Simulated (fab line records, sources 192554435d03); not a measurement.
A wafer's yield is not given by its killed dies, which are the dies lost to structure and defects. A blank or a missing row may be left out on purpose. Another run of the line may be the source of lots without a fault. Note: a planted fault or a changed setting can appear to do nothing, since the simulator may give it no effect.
Which tool is to blame? | flow n5 finfet | 24 wafers from 8 lots sampled at 5 of the route's 1938 steps

## WHAT THE GAUGES SHOWED, per wafer
N5_BEOL_M4_RC_MEAS_101. Usual: DIBL_N 36.4 mV/V, standard deviation 1.6; DIBL_P 36.2 mV/V, standard deviation 1.8; IOFF_N 0.159 nA/um, standard deviation 0.029; IOFF_P 0.21 nA/um, standard deviation 0.034; ION_N 670 uA/um, standard deviation 12; ION_P 459 uA/um, standard deviation 8.2; SS_N 71.5 mV/dec, standard deviation 0.59; SS_P 73.2 mV/dec, standard deviation 0.54; VT_N 250 mV, standard deviation 3.3; VT_P -250 mV, standard deviation 3.7.
lot  | measured     | on        | DIBL_N (mV/V)  | DIBL_P (mV/V)  | IOFF_N (nA/um)    | IOFF_P (nA/um) | ION_N (uA/um) | ION_P (uA/um) | SS_N (mV/dec)  | SS_P (mV/dec)  | VT_N (mV)   | VT_P (mV)      | flag
L839 | day 8 20:48  | prober-02 | 35.8 36.6 36.6 | 37.4 37.3 37.5 | 0.150 0.153 0.164 | 0.20 0.20 0.21 | 673 659 671   | 460 447 459   | 71.2 71.3 71.5 | 73.4 73.6 73.1 | 248 251 251 | -251 -252 -254 |
L845 | day 10 00:43 | prober-01 | 35.7 37.6 37.2 | 36.0 38.7 38.2 | 0.152 0.200 0.187 | 0.24 0.28 0.27 | 668 680 688   | 469 470 472   | 71.6 71.9 72.0 | 73.0 73.7 74.3 | 248 246 244 | -247 -248 -246 |
L850 | day 11 20:03 | prober-01 | 36.5 34.5 36.1 | 36.5 33.8 36.9 | 0.153 0.119 0.135 | 0.20 0.16 0.20 | 663 657 658   | 457 449 459   | 71.3 70.7 70.6 | 73.3 72.7 73.9 | 250 256 253 | -253 -254 -252 |
L854 | day 12 21:51 | prober-02 | 34.7 36.9 36.5 | 34.2 36.8 35.8 | 0.115 0.151 0.152 | 0.17 0.23 0.20 | 649 661 657   | 448 456 452   | 70.8 71.6 70.8 | 72.9 73.2 73.2 | 254 249 252 | -255 -250 -253 |
L857 | day 13 02:19 | prober-01 | 38.3 35.2 37.8 | 39.3 37.0 40.3 | 0.193 0.148 0.189 | 0.27 0.23 0.29 | 676 677 679   | 464 467 473   | 72.3 70.9 72.2 | 73.4 73.4 74.0 | 247 249 245 | -246 -246 -243 |
L858 | day 13 05:46 | prober-02 | 39.8 34.7 37.9 | 38.1 34.4 36.6 | 0.211 0.128 0.181 | 0.25 0.20 0.24 | 673 667 677   | 456 459 458   | 72.7 70.1 72.7 | 74.5 72.9 73.4 | 243 251 246 | -251 -249 -248 |
L860 | day 13 23:15 | prober-02 | 35.5 38.6 36.9 | 34.9 39.7 37.1 | 0.113 0.190 0.152 | 0.14 0.20 0.16 | 649 673 675   | 443 453 455   | 71.2 72.2 71.9 | 72.3 73.7 72.9 | 257 250 251 | -262 -253 -258 |
L862 | day 14 23:20 | prober-02 | 37.0 32.8 32.9 | 37.7 33.8 34.5 | 0.179 0.114 0.119 | 0.27 0.20 0.23 | 671 657 660   | 468 466 464   | 72.1 70.8 70.8 | 73.9 72.3 73.0 | 248 255 249 | -245 -246 -247 |

## EACH LOT AND THE TOOL THAT RAN IT (in order: tool; ch and the chambers of the sampled wafers; start)
lot  | N5_BEOL_M0_SAQP_MANDREL_ETCH_103 | N5_BEOL_M0_SAQP_MANDREL2_REMOVE_110 | N5_BEOL_M0_SAQP_DESCUM_45          | N5_BEOL_M0_SAQP_ETCH_88
L839 | rie si-02 ch 0,1, day 6 09:52    | rie si-02 ch 1,2, day 6 11:20       | rie diel-04 ch 0,2,3, day 6 11:53  | rie diel-04 ch 0,2,3, day 6 11:55
L845 | rie si-04 ch 0,1, day 7 05:09    | rie si-04 ch 0,1,2, day 7 06:44     | rie diel-02 ch 1,3, day 7 07:53    | rie diel-02 ch 1,3, day 7 07:55
L850 | rie si-02 ch 0,1,3, day 8 14:55  | rie si-05 ch 0,3, day 8 16:39       | rie diel-05 ch 0,2,3, day 8 17:14  | rie diel-05 ch 0,2,3, day 8 17:16
L854 | rie si-02 ch 0,1,2, day 9 09:38  | rie si-02 ch 2,3, day 9 11:06       | rie diel-05 ch 0,3, day 9 11:41    | rie diel-05 ch 0,3, day 9 11:43
L857 | rie si-05 ch 0,2, day 10 08:31   | rie si-05 ch 0,3, day 10 09:59      | rie diel-05 ch 1,2,3, day 10 10:32 | rie diel-05 ch 1,2,3, day 10 10:34
L858 | rie si-05 ch 0,2,3, day 10 10:44 | rie si-04 ch 0,1,3, day 10 12:31    | rie diel-05 ch 1,2,3, day 10 13:11 | rie diel-05 ch 1,2,3, day 10 13:13
L860 | rie si-04 ch 0,1,2, day 10 17:59 | rie si-04 ch 0,1, day 10 19:28      | rie diel-04 ch 0,3, day 10 20:04   | rie diel-04 ch 0,3, day 10 20:05
L862 | rie si-02 ch 0,1,2, day 11 11:02 | rie si-05 ch 0,3, day 11 12:37      | rie diel-04 ch 1,2, day 11 13:16   | rie diel-04 ch 1,2, day 11 13:18
- N5_BEOL_M0_SAQP_MANDREL_ETCH_103: etches a-Si in HBr/Cl2, stops on SiCN, target depth 45 nm, bt time 10 s, time 27 s.
- N5_BEOL_M0_SAQP_MANDREL2_REMOVE_110: chemistry HBr/Cl2/O2, target a-Si, stops on SiCN, bt time 10 s.
- N5_BEOL_M0_SAQP_DESCUM_45: chemistry O2, time 7 s.
- N5_BEOL_M0_SAQP_ETCH_88: etches underlayer in N2/H2, target depth 6.5 nm, time 5.2 s.

## WHAT THE TOOLS THEMSELVES READ (means of the sampled wafers that have a number; where no wafer has one, the mark that the record gives instead)
N5_BEOL_M0_SAQP_MANDREL_ETCH_103. Usual: chamber pressure mTorr 10.001 mTorr, standard deviation 0.009; drypump motor current A 5.8 A, standard deviation 0.43; he backside leak sccm 2.73 sccm, standard deviation 0.22; oes product au 0.679 a.u., standard deviation 0.011; rf fwd power W 794.3 W, standard deviation 2.6; throttle valve pct 35.54 %, standard deviation 0.25.
lot  | tool      | chamber pressure mTorr (mTorr) | drypump motor current A (A) | he backside leak sccm (sccm) | oes product au (a.u.) | rf fwd power W (W) | throttle valve pct (%) | flag
L839 | rie si-02 | 9.994                          | 5.5                         | 2.54                         | 0.683                 | 794.3              | 35.87                  |
L845 | rie si-04 | 10.000                         | 5.7                         | 2.61                         | 0.681                 | 795.1              | 35.39                  |
L850 | rie si-02 | 10.004                         | 5.8                         | 2.61                         | 0.679                 | 795.3              | 35.91                  |
L854 | rie si-02 | 9.996                          | 5.5                         | 2.64                         | 0.679                 | 794.5              | 35.88                  |
L857 | rie si-05 | 10.002                         | 5.9                         | 2.67                         | 0.666                 | 795.0              | 35.46                  |
L858 | rie si-05 | 10.002                         | 5.9                         | 2.74                         | 0.677                 | 794.7              | 35.47                  |
L860 | rie si-04 | 10.000                         | 5.8                         | 2.56                         | 0.691                 | 796.2              | 35.47                  |
L862 | rie si-02 | 9.993                          | 5.5                         | 2.55                         | 0.679                 | 793.4              | 35.88                  |

N5_BEOL_M0_SAQP_MANDREL2_REMOVE_110. Usual: chamber pressure mTorr 10.000 mTorr, standard deviation 0.0096; drypump motor current A 5.8 A, standard deviation 0.42; he backside leak sccm 2.71 sccm, standard deviation 0.29; oes product au 0.992 a.u., standard deviation 0.014; throttle valve pct 36.83 %, standard deviation 0.26.
lot  | tool      | chamber pressure mTorr (mTorr) | drypump motor current A (A) | he backside leak sccm (sccm) | oes product au (a.u.) | throttle valve pct (%) | flag
L839 | rie si-02 | 10.011                         | 5.6                         | 2.57                         | 0.985                 | 37.19                  |
L845 | rie si-04 | 10.008                         | 5.9                         | 2.59                         | 0.990                 | 36.75                  |
L850 | rie si-05 | 10.000                         | 5.9                         | 2.74                         | 1.002                 | 36.74                  |
L854 | rie si-02 | 10.004                         | 5.6                         | 2.53                         | 0.994                 | 37.15                  |
L857 | rie si-05 | 9.996                          | 6.1                         | 2.74                         | 0.992                 | 36.63                  |
L858 | rie si-04 | 9.997                          | 5.5                         | 2.75                         | 0.997                 | 36.55                  |
L860 | rie si-04 | 9.996                          | 5.6                         | 2.60                         | 1.003                 | 36.61                  |
L862 | rie si-05 | 9.991                          | 5.9                         | 2.82                         | 1.000                 | 36.74                  |

N5_BEOL_M0_SAQP_DESCUM_45. Usual: chamber pressure mTorr 20.000 mTorr (standard deviation 0.017); drypump motor current A 5.6 A (standard deviation 0.47); o2 flow sccm 224.9 sccm (standard deviation 0.62); oes product au 0.81 a.u. (standard deviation 0.092); rf vpp V 243.1 V (standard deviation 1.6); showerhead plenum p Torr 2.10 Torr (standard deviation 0.092); throttle valve pct 20.50 % (standard deviation 0.18).
lot  | tool        | chamber pressure mTorr (mTorr) | drypump motor current A (A) | o2 flow sccm (sccm) | oes product au (a.u.) | rf vpp V (V) | showerhead plenum p Torr (Torr) | throttle valve pct (%) | flag
L839 | rie diel-04 | 20.006                         | 5.7                         | 225.4               | 0.79                  | 242.8        | 2.08                            | 20.65                  |
L845 | rie diel-02 | 20.000                         | 5.3                         | 224.6               | 0.98                  | 243.2        | 2.05                            | 20.39                  |
L850 | rie diel-05 | 20.001                         | 5.6                         | 224.7               | 0.79                  | 242.6        | 2.07                            | 20.42                  |
L854 | rie diel-05 | 20.000                         | 5.7                         | 224.9               | 0.81                  | 243.6        | 2.14                            | 20.36                  |
L857 | rie diel-05 | 19.995                         | 5.9                         | 224.7               | 0.79                  | 242.9        | 2.11                            | 20.54                  |
L858 | rie diel-05 | 19.997                         | 5.9                         | 225.3               | 0.79                  | 243.4        | 2.11                            | 20.54                  |
L860 | rie diel-04 | 20.004                         | 5.7                         | 224.5               | 0.82                  | 243.2        | 2.10                            | 20.66                  |
L862 | rie diel-04 | 19.986                         | 5.5                         | 224.6               | 0.74                  | 243.8        | 2.09                            | 20.49                  |

N5_BEOL_M0_SAQP_ETCH_88. Usual: chamber pressure mTorr 30.00 mTorr, standard deviation 0.046; drypump motor current A 5.6 A, standard deviation 0.47; etch rf on time s 5.19 s, standard deviation 0.12; oes product au 0.68 a.u., standard deviation 0.081; rf fwd power W 819.2 W, standard deviation 2.3; rf vpp V 524 V, standard deviation 3.4; showerhead plenum p Torr 2.56 Torr, standard deviation 0.11; throttle valve pct 17.99 %, standard deviation 0.21.
lot  | tool        | chamber pressure mTorr (mTorr) | drypump motor current A (A) | etch rf on time s (s) | oes product au (a.u.) | rf fwd power W (W) | rf vpp V (V) | showerhead plenum p Torr (Torr) | throttle valve pct (%) | flag
L839 | rie diel-04 | 30.02                          | 5.7                         | 5.19                  | 0.67                  | 819.1              | 523          | 2.53                            | 18.12                  |
L845 | rie diel-02 | 29.95                          | 5.3                         | 4.99                  | 0.84                  | 821.7              | 522          | 2.50                            | 17.92                  |
L850 | rie diel-05 | 29.96                          | 5.6                         | 5.12                  | 0.68                  | 820.3              | 524          | 2.53                            | 17.95                  |
L854 | rie diel-05 | 30.01                          | 5.8                         | 5.13                  | 0.69                  | 819.8              | 526          | 2.61                            | 17.90                  |
L857 | rie diel-05 | 30.02                          | 5.9                         | 5.02                  | 0.68                  | 885.5              | 512          | 2.57                            | 17.97                  | OFF
L858 | rie diel-05 | 30.00                          | 5.9                         | 4.95                  | 0.68                  | 888.3              | 513          | 2.57                            | 17.98                  | OFF
L860 | rie diel-04 | 29.99                          | 5.7                         | 5.22                  | 0.69                  | 821.1              | 523          | 2.55                            | 18.09                  |
L862 | rie diel-04 | 30.02                          | 5.4                         | 5.31                  | 0.62                  | 819.9              | 525          | 2.56                            | 17.97                  |

## THE ANSWER, worked out from the rows above alone
Rule: lot off if the mean of its wafers having a number is beyond 3 standard deviations from the usual mean. Also off: a lot with no number at a reading for which 4 or more lots have one. Where the step has rows for the other lots, those lots are counted as sound. After the gauges, taken in route order, come the tools' own readings; for these a lot's mean is taken, as printed above. At the first step where some lot is off, the reading lying furthest off is the one used; lots without a number count as furthest.
Off, at N5_BEOL_M0_SAQP_ETCH_88 on rf fwd power W: L857, L858.
If a tool, at that step or one of the process steps before it, ran each lot that is off and ran no sound lot following the first of them, it fits. This does not decide it: 2 tools fit, namely rie si-05 at N5_BEOL_M0_SAQP_MANDREL_ETCH_103 and rie diel-05 at N5_BEOL_M0_SAQP_DESCUM_45 and N5_BEOL_M0_SAQP_ETCH_88.

## WHAT HAD BEEN PUT IN BY THE SIMULATOR
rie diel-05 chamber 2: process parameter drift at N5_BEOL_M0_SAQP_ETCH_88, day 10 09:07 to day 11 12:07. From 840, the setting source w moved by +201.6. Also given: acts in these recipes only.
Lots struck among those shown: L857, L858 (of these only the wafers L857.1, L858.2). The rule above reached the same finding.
